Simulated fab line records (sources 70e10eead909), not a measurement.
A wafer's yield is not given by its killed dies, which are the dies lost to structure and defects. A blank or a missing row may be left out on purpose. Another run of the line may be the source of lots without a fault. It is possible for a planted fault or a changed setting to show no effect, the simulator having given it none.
The tool behind it: which one? -- flow nand harc -- 6 lots, 18 wafers sampled, at 4 steps of a route of 1159

WHAT EACH GAUGE READ, for each wafer
NHARC_END_SORT_01.
lot,measured,on,sort rim yield pct (%)
L178,day 19 13:36,prober-02,98.1 98.1 99.1
L184,day 22 08:44,prober-01,70.8 64.2 57.5
L194,day 24 05:10,prober-02,97.2 100.0 94.3

TOOL THAT RAN EACH LOT (tool first, then ch and the chambers of the sampled wafers, then the start)
lot,NHARC_A_M1_CMP_23,NHARC_A_BONDPAD_PVD_17,NHARC_THIN_TSV_GRIND_00
L178,"cmp-04 ch 0,1,2, day 18 01:47","pvd sputter-03, day 18 19:41 or earlier","grinder-01 ch 0, day 18 19:41"
L180,"cmp-04 ch 0,1,3, day 18 04:07","pvd sputter-03, day 18 20:52 or earlier","grinder-01 ch 0, day 18 20:52"
L177,"cmp-04 ch 0,1,2, day 18 09:22","pvd sputter-02, day 19 03:41 or earlier","grinder-01 ch 0, day 19 03:41"
L184,"cmp-02 ch 0,2,3, day 20 06:52","pvd sputter-01, day 21 04:36 or earlier","grinder-01 ch 0, day 21 04:36"
L186,"cmp-03 ch 0,1,2, day 20 17:23","pvd sputter-02, day 21 11:07 or earlier","grinder-01 ch 0, day 21 11:07"
L194,"cmp-04 ch 0,1,3, day 22 12:25","pvd sputter-02, day 23 04:10 or earlier","grinder-01 ch 0, day 23 04:10"
- NHARC_A_M1_CMP_23: polishes, t overpolish 20 s, target thk 154.34 nm.
- NHARC_A_BONDPAD_PVD_17: deposits TaN, target thk 5 nm, time 8.06 s.
- NHARC_THIN_TSV_GRIND_00

THE ANSWER, worked out from the rows above alone
Rule: usual is defined by the lots themselves. Put in order of their means at a reading, lots are off if they are a third of the lots or fewer, leave a main group of 4 or more, and stand apart from it by a gap of 3 or more times the standard deviation of the main group's means; of several such gaps the widest counts. Not used: any main group whose means are identical at the precision the tables above print for the reading. A lot without any number at a reading at which 4 lots or more have one is off too. The other lots that the step has rows for count as sound.
None of the lots is off at any reading shown; this tells nothing.

WHAT THE SIMULATOR PUT IN
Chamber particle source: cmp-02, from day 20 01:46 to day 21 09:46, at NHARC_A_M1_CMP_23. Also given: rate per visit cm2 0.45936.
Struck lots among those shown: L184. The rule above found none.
